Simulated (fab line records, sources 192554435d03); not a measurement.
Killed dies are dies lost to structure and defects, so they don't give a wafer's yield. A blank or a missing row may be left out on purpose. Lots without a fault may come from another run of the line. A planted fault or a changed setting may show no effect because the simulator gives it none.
One fault seen from 2 desks | flow n5_finfet | each desk has only its own numbers; what lay behind them comes last

THE METROLOGY DESK
What the gauges read, lot by lot, whatever tool the lot ran on: means of the sampled wafers that have a number. A lot is out of limits, marked OUT, if its mean lies more than 4 standard deviations from the usual mean; the brackets give that distance. Of its 10 readings 7 are shown: those that lie furthest out on some lot.
Columns: A = DIBL_N at N5_BEOL_M4_RC_MEAS_101, usual 36.4 mV/V; B = IOFF_N at N5_BEOL_M4_RC_MEAS_101, usual 0.16 nA/um; C = IOFF_P at N5_BEOL_M4_RC_MEAS_101, usual 0.21 nA/um; D = ION_N at N5_BEOL_M4_RC_MEAS_101, usual 677 uA/um; E = ION_P at N5_BEOL_M4_RC_MEAS_101, usual 464 uA/um; F = SS_P at N5_BEOL_M4_RC_MEAS_101, usual 73.3 mV/dec; G = VT_P at N5_BEOL_M4_RC_MEAS_101, usual -251 mV
lot  | first seen here | A    | B    | C    | D   | E   | F    | G
L919 | day 7 20:13     | 36.8 | 0.18 | 0.28 | 681 | 469 | 74.0 | -244
L920 | day 7 22:32     | 40.0 | 0.23 | 0.31 | 702 | 482 | 74.5 | -245
L922 | day 8 21:05     | 37.0 | 0.19 | 0.30 | 689 | 482 | 73.2 | -241
L929 | day 10 22:13    | 36.9 | 0.17 | 0.21 | 686 | 468 | 73.7 | -250
L937 | day 12 22:44    | 35.6 | 0.14 | 0.17 | 665 | 447 | 73.0 | -255
L938 | day 13 05:12    | 37.2 | 0.17 | 0.23 | 680 | 465 | 74.3 | -247
L939 | day 13 10:51    | 34.9 | 0.12 | 0.17 | 664 | 459 | 72.3 | -254
L940 | day 14 04:37    | 37.0 | 0.19 | 0.23 | 688 | 469 | 73.6 | -251
L941 | day 14 07:22    | 39.2 | 0.19 | 0.21 | 675 | 457 | 73.4 | -254
This desk's finding: nothing out of limits on any of the 9 lots.

THE TOOL OWNER'S DESK: rie_diel-02
The tool's own readings at N5_BEOL_M1_ETCH_41 (etches SiCN in CH3F/O2, target depth 31.9 nm, time 57.8 s): means of the sampled wafers that have a number, for each lot that ran on this tool. A lot is out of limits, marked OUT, if its mean lies more than 4 standard deviations from the usual mean; the brackets give that distance.
Columns: A = drypump_motor_current_A at N5_BEOL_M1_ETCH_41, usual 5.8 A; B = oes_product_au at N5_BEOL_M1_ETCH_41, usual 0.77 a.u.; C = rf_vpp_V at N5_BEOL_M1_ETCH_41, usual 297.7 V; D = showerhead_plenum_p_Torr at N5_BEOL_M1_ETCH_41, usual 2.03 Torr; E = throttle_valve_pct at N5_BEOL_M1_ETCH_41, usual 16.35 %
lot  | first seen here | A   | B    | C     | D    | E
L922 | day 6 21:19     | 5.6 | 0.75 | 298.4 | 2.05 | 16.22
L929 | day 9 02:28     | 6.2 | 0.86 | 297.6 | 1.99 | 16.09
L941 | day 12 10:44    | 6.1 | 0.74 | 299.4 | 2.09 | 16.26
This desk's finding: nothing out of limits on any of the 3 lots.

PUT TOGETHER
The metrology desk saw nothing out of limits.
The tool owner's desk saw nothing out of limits.

WHAT THE SIMULATOR HAD PUT IN
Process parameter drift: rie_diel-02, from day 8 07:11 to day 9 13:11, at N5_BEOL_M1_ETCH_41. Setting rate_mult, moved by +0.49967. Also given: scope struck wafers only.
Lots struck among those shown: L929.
